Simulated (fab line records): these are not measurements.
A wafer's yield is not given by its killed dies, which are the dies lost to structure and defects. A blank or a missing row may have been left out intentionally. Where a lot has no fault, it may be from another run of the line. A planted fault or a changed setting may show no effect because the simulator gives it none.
Chamber matching + flow nand_harc + 4 sister chambers for NHARC_P_M2_DESCUM_14 on rie_diel-11
The step chemistry O2, time 3 s. 22 wafers are shown with their chamber, then 11 later ones without.

EACH WAFER AND ITS CHAMBER
| wafer  | chamber | rf_vpp_V (V) | oes_product_au (a.u.) | throttle_valve_pct (%) |
|--------|---------|--------------|-----------------------|------------------------|
| L074.2 | 1       | 58.0         | 1.000                 | 11.306                 |
| L074.4 | 3       | 57.3         | 0.999                 | 11.318                 |
| L074.6 | 3       | 58.7         | 1.009                 | 11.323                 |
| L075.2 | 1       | 58.1         | 1.009                 | 11.315                 |
| L075.3 | 0       | 57.4         | 1.014                 | 11.303                 |
| L075.5 | 2       | 57.7         | 0.995                 | 11.321                 |
| L077.2 | 3       | 56.8         | 1.008                 | 11.320                 |
| L077.3 | 1       | 58.8         | 1.008                 | 11.315                 |
| L077.5 | 0       | 58.0         | 1.016                 | 11.315                 |
| L078.2 | 3       | 58.3         | 0.990                 | 11.318                 |
| L078.3 | 2       | 57.2         | 1.006                 | 11.314                 |
| L078.5 | 1       | 59.5         | 1.018                 | 11.301                 |
| L079.3 | 2       | 56.0         | 1.004                 | 11.291                 |
| L079.4 | 0       | 57.0         | 1.028                 | 11.307                 |
| L079.5 | 0       | 58.0         | 1.020                 | 11.318                 |
| L083.1 | 3       | 56.3         | 0.999                 | 11.306                 |
| L083.2 | 1       | 58.7         | 1.003                 | 11.304                 |
| L083.3 | 2       | 56.8         | 1.005                 | 11.300                 |
| L089.1 | 3       | 58.8         | 0.992                 | 11.310                 |
| L089.2 | 2       | 56.5         | 0.989                 | 11.309                 |
| L089.6 | 0       | 58.1         | 0.999                 | 11.304                 |
| L094.3 | 0       | 57.3         | 1.008                 | 11.314                 |

SIGNATURES (means of the wafers above)
| reading            | chamber 0 | chamber 1 | chamber 2 | chamber 3 | scatter within a chamber |
|--------------------|-----------|-----------|-----------|-----------|--------------------------|
| rf_vpp_V           | 57.633    | 58.620    | 56.840    | 57.700    | 0.735                    |
| oes_product_au     | 1.01417   | 1.00760   | 0.99980   | 0.99950   | 0.00823                  |
| throttle_valve_pct | 11.31017  | 11.30820  | 11.30700  | 11.31583  | 0.00792                  |
Rule: for a wafer and a chamber, the distance is found by dividing, reading by reading, the gap between the wafer's reading and the chamber's mean by the reading's scatter, squaring, summing and taking the root. If the next closest chamber is less than 2 further off than the closest, the wafer can't be placed; otherwise it belongs to the closest. How the scatter is found: for the shown wafers, subtract from each reading the mean of its chamber, square and add these, divide the total by (wafers less chambers), then take the root.

WAFERS MISSING THEIR CHAMBER
| wafer  | rf_vpp_V (V) | oes_product_au (a.u.) | throttle_valve_pct (%) |
|--------|--------------|-----------------------|------------------------|
| L094.4 | 58.6         | 0.996                 | 11.319                 |
| L094.5 | 57.8         | 0.995                 | 11.294                 |
| L093.2 | 57.9         | 0.987                 | 11.311                 |
| L093.3 | 57.6         | 0.990                 | 11.317                 |
| L093.5 | 57.5         | 0.987                 | 11.314                 |
| L095.1 | 58.4         | 0.995                 | 11.314                 |
| L095.2 | 56.9         | 0.986                 | 11.309                 |
| L095.4 | 57.5         | 1.006                 | 11.297                 |
| L096.3 | 59.4         | 0.990                 | 11.322                 |
| L096.5 | 57.9         | 0.993                 | 11.306                 |
| L096.6 | 59.1         | 1.002                 | 11.301                 |

THE CHAMBER EACH PASSED THROUGH
| wafer  | from the rows above               | in truth |
|--------|-----------------------------------|----------|
| L094.4 | can't be placed: 3 or 1 or 0 or 2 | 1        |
| L094.5 | can't be placed: 2 or 1 or 3 or 0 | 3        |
| L093.2 | can't be placed: 3 or 2 or 1 or 0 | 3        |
| L093.3 | can't be placed: 3 or 2 or 1 or 0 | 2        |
| L093.5 | can't be placed: 3 or 2 or 1 or 0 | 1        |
| L095.1 | can't be placed: 3 or 1 or 2 or 0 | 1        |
| L095.2 | can't be placed: 2 or 3 or 1 or 0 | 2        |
| L095.4 | can't be placed: 2 or 0 or 1 or 3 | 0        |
| L096.3 | can't be placed: 3 or 1 or 0 or 2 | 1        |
| L096.5 | can't be placed: 3 or 2 or 1 or 0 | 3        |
| L096.6 | can't be placed: 1 or 3 or 0 or 2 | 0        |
Placed correctly: 0 of 11. Can't be placed from these rows: 11 (the true chamber is among the candidates in 11). Wrongly placed: 0.
